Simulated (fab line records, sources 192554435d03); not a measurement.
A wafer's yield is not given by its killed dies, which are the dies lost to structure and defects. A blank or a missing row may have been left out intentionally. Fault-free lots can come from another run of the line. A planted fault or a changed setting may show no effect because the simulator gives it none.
3 desks looking at one fault || flow n5-finfet || what lay behind the numbers comes last; until then each desk has only its own

## AT THE METROLOGY DESK
Means of the sampled wafers that have a number, per lot and without regard to the tool the lot ran on: this is what the gauges read. A lot is out of limits, marked OUT, if its mean lies more than 4 standard deviations from the usual mean; the brackets give that distance.
Columns: A = cd-nm at N5_BEOL_M11_CD_MEAS_28, usual 69.7 nm; B = V10_OVL at N5_BEOL_M11_OVL_MEAS_29, usual 0.1 nm
{"lot": "L834", "first seen here": "day 13 01:01", "A": 69.6, "B": 0.7}
{"lot": "L839", "first seen here": "day 14 03:50", "A": 70.0, "B": 0.1}
{"lot": "L844", "first seen here": "day 15 18:08", "A": 69.4, "B": -0.0}
{"lot": "L847", "first seen here": "day 17 01:41", "A": 71.2, "B": 0.4}
{"lot": "L853", "first seen here": "day 18 05:21", "A": 70.7, "B": 0.8}
This desk found nothing out of limits on any of the 5 lots.

## AT THE TOOL OWNER'S DESK: rie-diel-05
The tool's own readings at N5_BEOL_M11_VIA_ETCH_34 (etches SiCOH lowk in C4F6/O2, target depth 184.5 nm, time 69.2 s): means of the sampled wafers that have a number, for each lot that ran on this tool. A lot is out of limits, marked OUT, if its mean lies more than 4 standard deviations from the usual mean; the brackets give that distance.
Columns: A = drypump-motor-current-A at N5_BEOL_M11_VIA_ETCH_34, usual 5.8 A; B = oes-product-au at N5_BEOL_M11_VIA_ETCH_34, usual 0.78 a.u.; C = rf-fwd-power-W at N5_BEOL_M11_VIA_ETCH_34, usual 342.6 W; D = rf-vpp-V at N5_BEOL_M11_VIA_ETCH_34, usual 665 V; E = run-length-s at N5_BEOL_M11_VIA_ETCH_34, usual 92.7 s; F = showerhead-plenum-p-Torr at N5_BEOL_M11_VIA_ETCH_34, usual 2.82 Torr; G = throttle-valve-pct at N5_BEOL_M11_VIA_ETCH_34, usual 20.97 %
{"lot": "L839", "first seen here": "day 14 04:08", "A": 5.9, "B": 0.74, "C": 342.9, "D": 664, "E": 92.4, "F": 2.80, "G": 20.83}
{"lot": "L844", "first seen here": "day 15 19:17", "A": 5.8, "B": 0.88, "C": 342.5, "D": 666, "E": "91.2 (-4.3) OUT", "F": 2.82, "G": 20.72}
This desk's verdict: out of limits on L844, starting with L844 at day 15 19:17 (run-length-s at N5_BEOL_M11_VIA_ETCH_34). In limits: L839.

## THE DEFECT DESK
What the inspections along the route counted, lot by lot: means of the sampled wafers that have a number. A lot is out of limits, marked OUT, if its mean lies more than 4 standard deviations from the usual mean; the brackets give that distance.
Columns: A = raw-defect-count at N5_BEOL_M11_INSPECT_30, usual 408
{"lot": "L834", "first seen here": "day 13 01:05", "A": 365}
{"lot": "L839", "first seen here": "day 14 03:53", "A": 405}
{"lot": "L844", "first seen here": "day 15 18:11", "A": 341}
{"lot": "L847", "first seen here": "day 17 01:44", "A": 468}
{"lot": "L853", "first seen here": "day 18 05:24", "A": 518}
This desk found nothing out of limits on any of the 5 lots.

## TAKEN TOGETHER
The tool owner's desk had the chance to raise an alarm at day 15 19:17 on L844.
Nothing out of limits was seen by the metrology desk.
Nothing out of limits was seen by the defect desk.
The metrology desk has L844 on record, within its limits.
The defect desk has L844 on record, within its limits.
The lots listed all ran N5_BEOL_M11_VIA_ETCH_34 on rie-diel-05.

## WHAT WAS PUT IN BY THE SIMULATOR
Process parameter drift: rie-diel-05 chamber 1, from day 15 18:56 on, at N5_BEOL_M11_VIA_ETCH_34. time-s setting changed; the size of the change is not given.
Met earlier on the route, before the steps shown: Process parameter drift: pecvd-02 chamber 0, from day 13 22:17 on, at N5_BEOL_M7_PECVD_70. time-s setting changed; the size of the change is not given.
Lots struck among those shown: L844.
Time in hours from fault onset to the first out-of-limits reading at each desk: the tool owner's desk, 0.
